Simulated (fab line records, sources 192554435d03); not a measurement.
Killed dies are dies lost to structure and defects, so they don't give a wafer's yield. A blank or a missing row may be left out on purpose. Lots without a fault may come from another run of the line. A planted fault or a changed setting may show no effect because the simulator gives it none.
Chamber matching | flow n5_finfet | N5_BEOL_M5_ETCH_67 on rie_diel-05: 4 sister chambers
The step etches SiARC in CF4, target depth 15.6 nm, time 26 s. 4 wafers are shown with their chamber, then 7 later ones without.

WAFERS WITH THEIR CHAMBER
wafer  | chamber | drypump_motor_current_A (A)
L085.2 | 2       | 6.7
L085.6 | 1       | 5.7
L088.1 | 3       | 5.2
L088.3 | 0       | 6.0

WAFERS WITHOUT THEIR CHAMBER
wafer  | drypump_motor_current_A (A)
L088.5 | 5.7
L091.2 | 5.2
L091.4 | 5.7
L091.5 | 5.7
L093.1 | 5.9
L093.2 | 5.2
L093.4 | 6.7

WHICH CHAMBER EACH WENT THROUGH
wafer  | from the rows above | in truth
L088.5 | 1                   | 1
L091.2 | 3                   | 3
L091.4 | 1                   | 1
L091.5 | 1                   | 1
L093.1 | 0                   | 0
L093.2 | 3                   | 3
L093.4 | 2                   | 2
Placed correctly: 7 of 7. Can't be placed from these rows: 0. Placed wrongly: 0.
How it was worked out, from the rows above alone: a wafer's distance from a chamber is the root of the sum, over the readings, of the square of ((its reading less the chamber's mean) divided by the reading's scatter). The wafer belongs to the nearest chamber; if the next one is less than 2 further off, it can't be placed. A chamber's mean is the mean of its shown wafers. The scatter: with one shown wafer a chamber, the root of the mean of the squares of how far each hidden wafer lies from its nearest shown one.
